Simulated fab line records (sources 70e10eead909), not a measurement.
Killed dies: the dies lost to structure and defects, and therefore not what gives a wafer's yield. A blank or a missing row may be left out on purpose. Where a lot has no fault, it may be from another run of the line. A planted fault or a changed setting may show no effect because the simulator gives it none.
Which of the tools did it? | flow nandHarc | 10 lots with 30 wafers sampled at 6 steps, on a route of 1302 steps

WHAT THE GAUGES READ, wafer by wafer
NHARC_A_SGD_CUT_THK_MEAS_22: measures by ellipsometry.
lot  | measured     | on           | thkNm (nm)
L587 | day 19 16:18 | filmMetro-02 | 147.4 147.8 149.6
L598 | day 23 13:55 | filmMetro-02 | 147.1 148.0 127.6
L601 | day 25 10:44 | filmMetro-02 | 146.6 150.4 150.2
L603 | day 26 16:23 | filmMetro-02 | 148.9 149.4 148.5
L606 | day 27 09:02 | filmMetro-02 | 149.3 148.5 148.0
L605 | day 27 13:42 | filmMetro-01 | 144.8 148.8 147.3
L608 | day 28 02:51 | filmMetro-02 | 149.4 148.6 149.5
L607 | day 28 02:51 | filmMetro-01 | 148.9 146.1 148.7
L609 | day 28 10:36 | filmMetro-02 | 146.2 148.3 152.6
L610 | day 29 04:23 | filmMetro-01 | 148.1 145.8 149.5

NHARC_END_SORT_01.
lot  | measured     | on        | killedAtArray | killedAtOther | killedAtPeriphery | killedDies | killedOpen | killedShort
L601 | day 30 08:55 | prober-01 | 46 42 37      | 0 0 0         | 1 1 3             | 47 43 40   | 1 4 2      | 2 1 1
L603 | day 31 14:01 | prober-01 | 82 54 69      | 1 2 1         | 4 1 4             | 87 57 74   | 4 0 4      | 3 2 4
L605 | day 32 14:43 | prober-01 | 29 34 39      | 0 1 0         | 2 4 3             | 31 39 42   | 2 10 6     | 4 0 8
L608 | day 33 05:24 | prober-01 | 33 42 24      | 1 1 5         | 5 6 4             | 39 49 33   | 4 9 4      | 4 5 2
L609 | day 33 11:38 | prober-02 | 64 62 55      | 0 0 1         | 5 5 10            | 69 67 66   | 5 5 1      | 5 4 3

TOOL THAT RAN EACH LOT (tool first, then ch and the chambers of the sampled wafers, then the start)
lot  | NHARC_A_STAIRCASE_STRIP_475                  | NHARC_A_STAIRCASE_CMP_472     | NHARC_A_SGD_CUT_DEP_20       | NHARC_A_SGD_CUT_ETCHBACK_24
L587 | rieDiel-13 ch 0,2,3, day 19 09:11 or earlier | cmp-04 ch 0,2,3, day 19 09:11 | fcvd-01 ch 0,1, day 19 11:37 | rieDiel-05 ch 1,2,3, day 19 16:32
L598 | rieDiel-13 ch 0,1,2, day 23 06:32 or earlier | cmp-02 ch 1,2,3, day 23 06:32 | fcvd-02 ch 0,1, day 23 09:11 | rieDiel-04 ch 0,2,3, day 23 14:08
L601 | rieDiel-13 ch 0,2, day 25 03:38 or earlier   | cmp-04 ch 1,2,3, day 25 03:38 | fcvd-01 ch 0,1, day 25 06:05 | rieDiel-07 ch 0,1, day 25 10:56
L603 | rieDiel-02 ch 0,1,3, day 26 09:10 or earlier | cmp-01 ch 1,2,3, day 26 09:10 | fcvd-01 ch 0,1, day 26 11:35 | rieDiel-07 ch 0,1,3, day 26 16:37
L606 | rieDiel-13 ch 0,1,2, day 26 23:43 or earlier | cmp-01 ch 1,3, day 26 23:43   | fcvd-02 ch 0,1, day 27 02:08 | rieDiel-04 ch 0,2,3, day 27 09:17
L605 | rieDiel-03 ch 1,2,3, day 27 06:00 or earlier | cmp-04 ch 1,2, day 27 06:00   | fcvd-01 ch 0,1, day 27 08:29 | rieDiel-07 ch 0,1, day 27 13:55
L608 | rieDiel-02 ch 0,1,3, day 27 16:40 or earlier | cmp-04 ch 0,1,3, day 27 16:40 | fcvd-01 ch 0,1, day 27 19:08 | rieDiel-04 ch 0,2,3, day 28 03:06
L607 | rieDiel-02 ch 0,1, day 27 16:46 or earlier   | cmp-02 ch 1,2,3, day 27 16:46 | fcvd-01 ch 0,1, day 27 19:13 | rieDiel-05 ch 0,1,2, day 28 03:06
L609 | rieDiel-03 ch 0,3, day 28 00:05 or earlier   | cmp-01 ch 0,3, day 28 00:05   | fcvd-01 ch 0,1, day 28 02:32 | rieDiel-07 ch 1,2, day 28 10:50
L610 | rieDiel-02 ch 0,1,2, day 28 19:32 or earlier | cmp-02 ch 1,2,3, day 28 19:32 | fcvd-02 ch 0,1, day 28 21:59 | rieDiel-07 ch 0,1,3, day 29 04:37
- NHARC_A_STAIRCASE_STRIP_475: strips in O2, time 20 s.
- NHARC_A_STAIRCASE_CMP_472: polishes SiO2.
- NHARC_A_SGD_CUT_DEP_20: deposits SiO2, target thk 150 nm.
- NHARC_A_SGD_CUT_ETCHBACK_24: etches the open film in CH3F/O2, target depth 50 nm, time 92.857 s.

AS READ BY THE TOOLS THEMSELVES (means over the sampled wafers that have a number; for cases with no such wafer, the mark the record gives instead)
NHARC_A_STAIRCASE_STRIP_475.
lot  | tool       | drypumpMotorCurrentA (A) | oesProductAu (a.u.) | rfVppV (V) | showerheadPlenumPTorr (Torr) | throttleValvePct (%)
L587 | rieDiel-13 | 6.1                      | 1.008               | 57.5       | 3.46                         | 17.027
L598 | rieDiel-13 | 5.8                      | 1.011               | 57.4       | 3.43                         | 17.038
L601 | rieDiel-13 | 5.7                      | 1.007               | 57.0       | 3.40                         | 17.039
L603 | rieDiel-02 | 5.8                      | 1.008               | 58.3       | 3.48                         | 17.032
L606 | rieDiel-13 | 5.8                      | 1.018               | 58.2       | 3.41                         | 17.023
L605 | rieDiel-03 | 6.0                      | 1.009               | 57.8       | 3.69                         | 17.041
L608 | rieDiel-02 | 5.8                      | 1.008               | 58.1       | 3.47                         | 17.028
L607 | rieDiel-02 | 5.9                      | 1.002               | 58.1       | 3.58                         | 17.038
L609 | rieDiel-03 | 5.9                      | 1.012               | 58.3       | 3.49                         | 17.035
L610 | rieDiel-02 | 5.8                      | 0.992               | 56.9       | 3.44                         | 17.033

NHARC_A_STAIRCASE_CMP_472.
lot  | tool   | motorCurrentA (A) | slurryFlowMlMin
L587 | cmp-04 | 12.7              | 150.3
L598 | cmp-02 | 12.0              | 150.0
L601 | cmp-04 | 13.0              | 150.1
L603 | cmp-01 | 12.6              | 150.0
L606 | cmp-01 | 13.2              | 149.8
L605 | cmp-04 | 12.9              | 149.6
L608 | cmp-04 | 12.3              | 150.7
L607 | cmp-02 | 12.3              | 149.8
L609 | cmp-01 | 12.6              | 150.2
L610 | cmp-02 | 12.1              | 149.4

NHARC_A_SGD_CUT_ETCHBACK_24.
lot  | tool       | drypumpMotorCurrentA (A) | oesProductAu (a.u.) | rfFwdPowerW (W) | rfVppV (V) | showerheadPlenumPTorr (Torr) | throttleValvePct (%)
L587 | rieDiel-05 | 5.7                      | 0.92                | 496.3           | 244.2      | 2.42                         | 20.658
L598 | rieDiel-04 | 6.0                      | 1.01                | 494.8           | 243.5      | 2.41                         | 20.655
L601 | rieDiel-07 | 5.2                      | 1.01                | 497.0           | 245.1      | 2.48                         | 20.658
L603 | rieDiel-07 | 5.4                      | 1.02                | 497.4           | 244.3      | 2.44                         | 20.658
L606 | rieDiel-04 | 6.0                      | 1.01                | 496.2           | 244.6      | 2.41                         | 20.663
L605 | rieDiel-07 | 5.2                      | 0.93                | 496.9           | 245.7      | 2.48                         | 20.669
L608 | rieDiel-04 | 6.0                      | 1.00                | 496.1           | 244.0      | 2.41                         | 20.660
L607 | rieDiel-05 | 5.8                      | 0.99                | 495.4           | 244.0      | 2.47                         | 20.667
L609 | rieDiel-07 | 5.5                      | 1.02                | 497.0           | 243.4      | 2.41                         | 20.661
L610 | rieDiel-07 | 5.4                      | 1.02                | 496.6           | 243.5      | 2.44                         | 20.665

THE ANSWER, worked out from the rows above alone
Rule: the usual values come from the lots themselves. The widest of any qualifying gaps counts: lots, ordered by their means at a reading, are off when they make up no more than a third of the lots, leave a main group of 4 or more, and stand apart from it by 3 or more times the standard deviation of that group's means. A main group is skipped when, at the precision printed for the reading in the tables above, its means are all equal. Also off: a lot with no number at a reading for which 4 or more lots have one. Any other lot the step has rows for is counted as sound. Order of review: gauges by route order, followed by the tools' own readings, for which a lot's mean as printed above is used. At the first step where some lot is off, the reading lying furthest off is the one used; lots without a number count as furthest.
Off: L598, at NHARC_A_SGD_CUT_THK_MEAS_22 (thkNm). The main group: mean 148.4 nm, standard deviation 0.7.
A tool fits if, at a process step before that reading, it ran every lot that is off, and no sound lot after the first of them. Those tools and the gauges at NHARC_A_SGD_CUT_THK_MEAS_22 are tried in the same way. NHARC_A_STAIRCASE_STRIP_475: start missing for some lots; hours and lot order therefore follow NHARC_A_STAIRCASE_CMP_472. No candidate that was tried fits.

WHAT THE SIMULATOR PUT IN
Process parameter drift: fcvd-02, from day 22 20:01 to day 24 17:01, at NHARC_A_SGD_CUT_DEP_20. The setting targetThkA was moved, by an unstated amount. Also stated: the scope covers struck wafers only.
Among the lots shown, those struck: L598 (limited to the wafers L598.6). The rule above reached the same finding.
